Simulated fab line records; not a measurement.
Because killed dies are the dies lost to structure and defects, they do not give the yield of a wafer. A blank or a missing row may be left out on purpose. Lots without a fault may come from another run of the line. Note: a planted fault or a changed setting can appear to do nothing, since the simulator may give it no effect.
Matching of chambers    flow nandHarc    NHARC_P_GATE_DESCUM_13 on rieDiel-07: 4 sister chambers
The step chemistry O2, time 3 s. 20 wafers are shown with their chamber, then 10 later ones without.

== WAFERS PAIRED WITH THEIR CHAMBERS ==
wafer   chamber  showerheadPlenumPTorr (Torr)  drypumpMotorCurrentA (A)  oesProductAu (a.u.)
L177.2  2        1.86                          5.5                       1.015
L177.3  3        2.02                          6.8                       0.994
L177.4  1        2.04                          5.4                       0.990
L179.1  1        2.04                          5.3                       0.982
L179.4  3        2.02                          6.8                       1.001
L179.5  1        2.04                          5.4                       0.986
L187.1  3        2.02                          6.8                       0.989
L187.2  2        1.86                          5.5                       0.997
L187.3  0        1.82                          5.7                       0.980
L189.2  2        1.86                          5.5                       0.998
L189.4  3        2.02                          6.8                       0.996
L189.5  3        2.02                          6.8                       0.989
L188.2  2        1.86                          5.5                       1.008
L188.3  3        2.02                          6.8                       0.988
L188.6  0        1.82                          5.7                       0.985
L190.2  2        1.86                          5.5                       0.999
L190.3  1        2.04                          5.3                       0.997
L190.6  2        1.86                          5.5                       1.005
L192.2  0        1.81                          5.7                       0.985
L192.4  2        1.86                          5.5                       0.999

SIGNATURES, as means of the wafers listed above
reading                chamber 0  chamber 1  chamber 2  chamber 3  scatter within a chamber
showerheadPlenumPTorr  1.8167     2.0400     1.8600     2.0200     0.00204
drypumpMotorCurrentA   5.700      5.350      5.500      6.800      0.025
oesProductAu           0.98333    0.98875    1.00300    0.99283    0.00579
Rule: for a wafer and a chamber, the distance is found by dividing, reading by reading, the gap between the wafer's reading and the chamber's mean by the reading's scatter, squaring, summing and taking the root. The wafer belongs to the nearest chamber; if the next one is less than 2 further off, it can't be placed. The scatter: take each reading less its chamber's mean, square it, sum over the shown wafers, divide by the number of wafers less the number of chambers, and take the root.

== WAFERS WITH NO CHAMBER GIVEN ==
wafer   showerheadPlenumPTorr (Torr)  drypumpMotorCurrentA (A)  oesProductAu (a.u.)
L192.5  1.81                          5.7                       0.986
L194.1  1.86                          5.5                       1.007
L194.4  2.02                          6.8                       0.985
L194.6  1.86                          5.5                       0.997
L195.1  1.86                          5.5                       0.989
L195.4  1.81                          5.7                       0.994
L195.6  2.04                          5.4                       0.981
L197.1  1.86                          5.5                       0.999
L197.4  1.81                          5.7                       0.979
L197.6  2.01                          6.8                       0.994

== WHICH CHAMBER EACH ONE RAN IN ==
wafer   from the rows above  in truth
L192.5  0                    0
L194.1  2                    2
L194.4  3                    3
L194.6  2                    2
L195.1  2                    2
L195.4  0                    0
L195.6  1                    1
L197.1  2                    2
L197.4  0                    0
L197.6  3                    3
Correctly placed: 10 of 10. Left unplaced by these rows: 0. Placed wrongly: 0.
